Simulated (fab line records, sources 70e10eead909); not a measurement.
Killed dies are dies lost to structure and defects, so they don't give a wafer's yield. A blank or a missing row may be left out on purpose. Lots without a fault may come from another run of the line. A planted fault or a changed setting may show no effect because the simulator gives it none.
Problem report in the 8D (eight disciplines) form, filled by code | flow nand_harc | the parts of the form that need people (team, actions taken, sign-off) are left out

1. THE PROBLEM
cd_nm at NHARC_P_M1_CD_MEAS_09 reads a mean of 135.4 nm on 6 wafers of 2 lots; wafers without a fault read 129.7 nm with a standard deviation of 0.93. That is +6.1 standard deviations from the usual mean.
The step: target cd 130 nm.
First seen on wafer L620.1, day 9 12:22, on cd_sem-02. The record holds 30 wafers of 10 lots with a number at this step. Rule for "out", or "out of limits": more than 4 standard deviations from the usual mean. The other wafers with a number count as sound.

2. WHAT IT IS AND WHAT IT IS NOT
question                    | is                     | is not
which readings at this step | cd_nm                  | -
which lots                  | L620, L621             | L614, L628, L629, L630, L631, L633, L635, L636
which wafers of those lots  | all that have a number | -
read on which gauges        | cd_sem-02              | cd_sem-03
when                        | from day 9 12:22       | up to then (3 sound wafers); but 21 sound wafers of L628, L629, L630, L631, L633, L635, L636 came after

3. SUSPECTS, AND WHAT RULES EACH OUT
Counting: a tool at a process step up to the reading stays a suspect if it ran every lot that is out and no sound lot after the first of them.
- the gauge at NHARC_P_M1_CD_MEAS_09: ruled out. All the wafers that are out were read on cd_sem-02, but those of them that NHARC_P_M1_PEB_07 has rows for are out there too, on other tools.
- litho_track-06 at NHARC_P_M1_PEB_07 (peb time 65 s): ruled out as a lasting fault. Sound lots L628, L630, L631, L633 ran on it after its first lot that is out, L620 (day 9 12:17).
Left after counting: nothing in the record.

4. THE CAUSE (what the simulator had put in)
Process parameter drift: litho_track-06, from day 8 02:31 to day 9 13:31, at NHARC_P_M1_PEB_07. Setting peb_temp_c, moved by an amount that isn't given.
Counting ruled it out, wrongly: the rule takes a fault to strike every lot that its tool runs from its start on, and this one did not.

5. THE CHAIN OF EFFECTS, in route order
Each row: a reading whose mean over the struck wafers that have a number lies more than 3 standard deviations from the usual. Only readings for which the record gives a usual standard deviation are gone through. hours: the time from each lot's start at the first step in this table that gives one to its start at this step, as a median over the lots. sigmas: the change in usual standard deviations.
hours | step                  | reading              | usual    | on struck wafers | change | sigmas
0     | NHARC_P_M1_PEB_07     | heater_power_total_W | 156.6 W  | 160.8            | +4.2   | +10
0     | NHARC_P_M1_PEB_07     | plate_temp_C         | 99.98 C  | 101.91           | +1.93  | +16
0     | NHARC_P_M1_CD_MEAS_09 | cd_nm                | 129.7 nm | 135.4            | +5.7   | +6.1
1     | NHARC_P_M1_CD_MEAS_16 | cd_nm                | 129.6 nm | 134.8            | +5.2   | +4.4
The process steps in it:
- NHARC_P_M1_PEB_07: peb time 65 s.
Later measuring or inspecting steps at which every struck wafer that the step has a row for has a number for every such reading, and none has moved that far: NHARC_END_SORT_01.

6. WHAT WOULD HAVE CAUGHT IT SOONER
In this record the first reading out of limits at a measuring or inspecting step was taken at day 9 12:22, 34 hours after the fault began at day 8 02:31.
The tool's own readings at NHARC_P_M1_PEB_07 were out on every struck wafer that the step has a row for (heater_power_total_W, plate_temp_C): an alarm limit on them would have fired on the first of those.
